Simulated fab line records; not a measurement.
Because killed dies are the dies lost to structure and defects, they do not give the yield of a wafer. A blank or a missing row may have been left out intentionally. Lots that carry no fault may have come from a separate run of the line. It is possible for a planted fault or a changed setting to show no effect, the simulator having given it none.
Comparing a struck lot with a sound one -- flow n5Finfet -- 39 steps out of a route of 1938
Sound: these wafers, L180.2, L180.5, L180.6. Struck: wafer L186.1 (L186.2, L186.3, from the same lot, were not struck and are left out); the cause is given at the end.
Each step with rows lists, per side, the tool, then ch with its chambers, then its first start. Under that, the readings that differ: sound wafers -- struck wafers -- difference of the means -- sigmas: that difference in standard deviations of wafers without a fault.
alike: a reading whose means differ by less than 2 such deviations, as well as words and numbers matching on both sides. not compared: withheld readings; readings where some wafer has no value; bounds like >300 that might hide an equal value; numbers whose values overlap and for which the record gives no deviation.
The two part at a step that has a row with sigmas, a row that says differs or no value, or rows on one side only. Numbers that don't overlap but have no deviation are shown without sigmas and don't part them. A reading that every wafer of one side lacks parts them only if that side has two wafers or more.

first, 9 steps without rows for these wafers: N5_MOL_CONTACT_COAG_PRE_CLEAN_121; N5_MOL_CONTACT_COAG_CVD_140 (deposits W, target thk 66.5 nm, time 215 s); N5_MOL_CONTACT_COAG_PRECLEAN_127 (cleans in DIW, time 57.5 s); N5_MOL_CONTACT_COAG_SRD_128 (dry time 32 s); N5_MOL_CONTACT_COAG_CMP_52 (polishes, stops on SiO2, t overpolish 1.5 s, target thk 66.5 nm); N5_MOL_CONTACT_COAG_ANNEAL_112 (time 1800 s); N5_BEOL_M0_SAQP_PECVD_00 (deposits SiCN from 3MS/NH3, target thk 8 nm, time 14 s); N5_BEOL_M0_SAQP_ILD_DEP_01 (deposits SiOC from DEMS/O2, target thk 45.419 nm, time 8.7 s); N5_BEOL_M0_SAQP_HM_DEP_02 (deposits TiN, target thk 12 nm).
N5_BEOL_M0_SAQP_PECVD_03: deposits SiCN from 3MS/NH3, target thk 12 nm, time 21.1 s.
  sound on pecvd-04 ch 0,1,2, day 8 17:47; struck on pecvd-04 ch 0, day 10 00:19
reading,sound,struck,difference,sigmas
runLengthS (s),51.6 51.6 51.5,57.1,+5.5,+15
model.SiCN_of_BEOL_M0_SAQP_PECVD_03.thkNm (nm),12 12.4 12.2,15.2,+3.0,
  alike: showerheadPlenumPTorr, throttleValvePct
then, 25 steps without rows for these wafers: N5_BEOL_M0_SAQP_PECVD_96 (deposits a-Si from SiH4/He, target thk 45 nm, time 45.2 s); N5_BEOL_M0_SAQP_PECVD_97 (deposits SiNx from SiH4/NH3/N2, target thk 23 nm, time 19.9 s); N5_BEOL_M0_SAQP_PECVD_04 (deposits a-Si from SiH4/He, target thk 60 nm, time 60.2 s); N5_BEOL_M0_SAQP_HM_DEP_111 (deposits SiO2 from SiH4/N2O, target thk 12 nm, time 7.2 s); N5_BEOL_M0_SAQP_COAT_81 (time 60 s, resist thk 100 nm); N5_BEOL_M0_SAQP_COAT_82 (time 60 s, resist thk 30 nm); N5_BEOL_M0_SAQP_COAT_08 (resist thk 90 nm); N5_BEOL_M0_SAQP_EBR_10; N5_BEOL_M0_SAQP_SOFTBAKE_09 (time 60 s); N5_BEOL_M0_SAQP_EXPOSE_11 (exposes mask M0 CORE, target cd 42 nm); N5_BEOL_M0_SAQP_PEB_12 (peb time 60 s); N5_BEOL_M0_SAQP_DEVELOP_13 (develop time 30 s); N5_BEOL_M0_SAQP_DESCUM_19 (chemistry O2, time 7.9 s); N5_BEOL_M0_SAQP_ETCH_83 (etches SiARC in CF4, target depth 39 nm, time 65 s); N5_BEOL_M0_SAQP_ETCH_84 (etches SOC in N2/H2, target depth 100 nm, overetch 20 nm, time 150 s); N5_BEOL_M0_SAQP_STRIP_80 (strips in N2/H2); N5_BEOL_M0_SAQP_HM_OPEN_112 (chemistry CHF3/O2, target SiO2, stops on a-Si, target depth 12 nm, time 13.5 s); N5_BEOL_M0_SAQP_STRIP_113 (strips in CHF3/O2); N5_BEOL_M0_SAQP_MANDREL_ETCH_20 (etches a-Si in HBr/Cl2, stops on SiNx, target depth 60 nm, bt time 10 s, time 30 s); N5_BEOL_M0_SAQP_STRIP_86 (strips in N2/H2); N5_BEOL_M0_SAQP_STRIP_115 (strips in post etch residue remover, time 60 s); N5_BEOL_M0_SAQP_SRD_93 (time 30 s); N5_BEOL_M0_SAQP_RECESS_114 (chemistry HF/NH3, target SiO2, target depth 14.4 nm, afs cycles 3, sublimation time 60 s); N5_BEOL_M0_SAQP_SPACER1_ALD_98 (deposits SiO2, target thk 12.8 nm, pulse time 1 s, purge time 2 s); N5_BEOL_M0_SAQP_SPACER1_ETCHBACK_99 (etches SiO2 in CHF3/O2, target depth 15.4 nm, time 7.7 s).
N5_BEOL_M0_SAQP_RECESS_109: chemistry HF/NH3, target SiO2, target depth 3 nm, afs cycles 1, sublimation time 60 s.
  sound on vaporEtch-02 ch 0,1, day 8 21:13; struck on vaporEtch-02 ch 1, day 10 04:24
reading,sound,struck,difference,sigmas
model.SiCN_of_BEOL_M0_SAQP_PECVD_03.thkNm (nm),8.6 8.8 8.6,11.8,+3.1,
  alike: drypumpMotorCurrentA, sublimationTempC, tempC
N5_BEOL_M0_ETCH_138: etches SiCN in CH3F/O2, target depth 12 nm, time 31.6 s.
  sound on rieDiel-05 ch 0,2,3, day 9 01:19; struck on rieDiel-05 ch 3, day 10 07:52
reading,sound,struck,difference,sigmas
model.etch.depthNm (nm),8.561 8.865 8.624,9.231,+0.548,
  alike: drypumpMotorCurrentA, etchRfOnTimeS, oesProductAu, rfVppV, showerheadPlenumPTorr, throttleValvePct
  not compared: rfHoursCounterH
N5_BEOL_M0_ETCH_128: etches SiCN in CF4/N2, target depth 12 nm, overetch 5.1 nm, time 21.4 s.
  sound on rieDiel-05 ch 1,2, day 9 04:44; struck on rieDiel-04 ch 3, day 10 08:24
reading,sound,struck,difference,sigmas
drypumpMotorCurrentA (A),6.1 6.5 6.1,4.9,-1.3,-3
model.etch.depthNm (nm),8.561 8.865 8.624,11.81,+3.13,
  alike: cf4FlowSccm, oesProductAu, rfVppV, showerheadPlenumPTorr, throttleValvePct
  not compared: rfHoursCounterH
-- the record jumps here: 3 days lie between the struck wafers' starts before and after (it left off in module BEOL_M0 and takes up again in module BEOL_M4, whose first step shown is number 1111 of the route) --
N5_BEOL_M4_RC_MEAS_101:
  sound on prober-01 ch 0, day 11 13:13; struck on prober-01 ch 0, day 12 22:49
  alike: DIBL_N, DIBL_P, IOFF_N, IOFF_P, ION_N, ION_P, SS_N, SS_P, VT_N, VT_P

## WHERE THEY PART
Earliest at N5_BEOL_M0_SAQP_PECVD_03; latest, in this record, at N5_BEOL_M0_ETCH_128. Later steps at which nothing parts them and some readings are alike: N5_BEOL_M4_RC_MEAS_101.

WHY: what the simulator had put in
pecvd-04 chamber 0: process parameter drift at N5_BEOL_M0_SAQP_PECVD_03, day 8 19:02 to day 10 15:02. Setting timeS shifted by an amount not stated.
